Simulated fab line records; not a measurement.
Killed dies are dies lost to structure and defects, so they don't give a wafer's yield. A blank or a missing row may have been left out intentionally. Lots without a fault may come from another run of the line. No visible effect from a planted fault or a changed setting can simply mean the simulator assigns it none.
A lot that was struck, set against a sound lot | flow nand-harc | 15 out of 1302 route steps
Sound: these wafers, L756.2, L756.5, L756.6. Struck: wafer L772.2 (left out: L772.3, L772.6 of the same lot, which were not struck); the cause appears at the end.
Each step with rows lists, per side, the tool, then ch with its chambers, then its first start. Under that, the readings that differ: sound wafers | struck wafers | difference of the means | sigmas: that difference in standard deviations of wafers without a fault.
alike: same words and numbers on both sides, and readings whose means sit less than 2 such deviations apart. not compared: any withheld reading, any reading some wafer has no value for, any bound like >300 that may hide the same value, and any number with overlapping values for which the record gives no deviation.
Wherever a step has rows on one side only, a row that says differs or no value, or a row with sigmas, the two part there. When numbers do not overlap yet have no deviation, they are printed without sigmas and do not part them. Lack of a reading on every wafer of one side parts them only where that side has two or more wafers.

NHARC_A_BONDPAD_CD_MEAS_09: target cd 500 nm.
  sound on cd-sem-01 ch 0, day 23 09:08; struck on cd-sem-02 ch 0, day 30 08:38
  alike: cd-nm
NHARC_A_BONDPAD_OVL_MEAS_35:
  sound on overlay-02, day 23 09:13; struck on overlay-01, day 30 08:43
  alike: overlay-x-nm, overlay-y-nm
then, 2 steps without rows for these wafers: NHARC_A_BONDPAD_HARDBAKE_10 (time 65 s); NHARC_A_BONDPAD_DESCUM_11 (chemistry O2, time 3 s).
NHARC_A_BONDPAD_ETCH_34: etches the open film in N2/H2, target depth 60 nm, overetch 18 nm, time 65.91 s.
  sound on rie-diel-12 ch 0,1, day 23 09:33; struck on rie-diel-06 ch 1, day 30 08:56
  reading                | sound                | struck | difference | sigmas
  rf-vpp-V (V)           | 429.9 430.6 430.9    | 425.8  | -4.7       | -2
  throttle-valve-pct (%) | 14.175 14.164 14.168 | 14.193 | +0.024     | +3
  alike: chamber-pressure-mTorr, drypump-motor-current-A, n2-flow-sccm, oes-product-au, rf-fwd-power-W, showerhead-plenum-p-Torr
  not compared: rf-hours-counter-h
NHARC_A_BONDPAD_ETCH_12: etches the open film in CHF3/O2, target depth 220 nm, time 110 s.
  sound on rie-diel-12 ch 0,3; struck on rie-diel-06 ch 3
  reading             | sound              | struck | difference | sigmas
  o2-flow-sccm (sccm) | 9.990 9.995 10.006 | 10.057 | +0.060     | +2
  alike: chamber-pressure-mTorr, drypump-motor-current-A, oes-product-au, rf-fwd-power-W, rf-vpp-V, showerhead-plenum-p-Torr, throttle-valve-pct
  not compared: rf-hours-counter-h
NHARC_A_BONDPAD_CD_MEAS_13:
  sound on cd-sem-03, day 23 09:52; struck on cd-sem-01, day 30 09:10
  alike: cd-nm
then, 3 steps without rows for these wafers: NHARC_A_BONDPAD_STRIP_15 (strips in O2); NHARC_A_BONDPAD_ETCH_24 (etches the open film in CF4/N2, target depth 30 nm, time 72.99 s); NHARC_A_BONDPAD_STRIP_16 (strips in post etch residue remover, time 600 s).
NHARC_A_BONDPAD_DEGAS_25: time 60 s.
  sound on pvd-sputter-02, day 23 10:29; struck on pvd-sputter-01, day 30 09:47
  alike: heater-power-w
NHARC_A_BONDPAD_PRE_CLEAN_26: time 30 s.
  sound on pvd-sputter-02; struck on pvd-sputter-01
  alike: heater-power-w
NHARC_A_BONDPAD_PVD_17: deposits TaN, target thk 5 nm, time 8.06 s.
  sound on pvd-sputter-02, day 23 10:37; struck on pvd-sputter-01, day 30 09:53
  reading    | sound          | struck | difference | sigmas
  time-s (s) | 8.06 8.06 8.06 | 10.242 | +2.182     |
  alike: cathode-dc-power-W, throttle-valve-pct
NHARC_A_BONDPAD_PVD_27: deposits Cu, target thk 30 nm, time 20.49 s.
  sound on pvd-sputter-02; struck on pvd-sputter-01
  alike: cathode-dc-power-W, throttle-valve-pct
  not compared: time-s
NHARC_END_SORT_01:
  sound on prober-02 ch 0, day 24 15:51; struck on prober-02 ch 0, day 31 15:16
  reading            | sound       | struck | difference | sigmas
  sort_bin_2_pct (%) | 5.6 3.2 2.8 | 1.6    | -2.3       | -2
  alike: defect-limited-yield, killed-at-array, killed-at-other, killed-at-periphery, killed-dies, killed-open, killed-short, sort_bin_3_pct, sort_bin_4_pct, sort-n-pass, sort-rim-yield-pct, sort-yield-pct

## WHERE THEY PART
Earliest at NHARC_A_BONDPAD_ETCH_34; latest, in this record, at NHARC_END_SORT_01.

WHY: whatever the simulator had introduced
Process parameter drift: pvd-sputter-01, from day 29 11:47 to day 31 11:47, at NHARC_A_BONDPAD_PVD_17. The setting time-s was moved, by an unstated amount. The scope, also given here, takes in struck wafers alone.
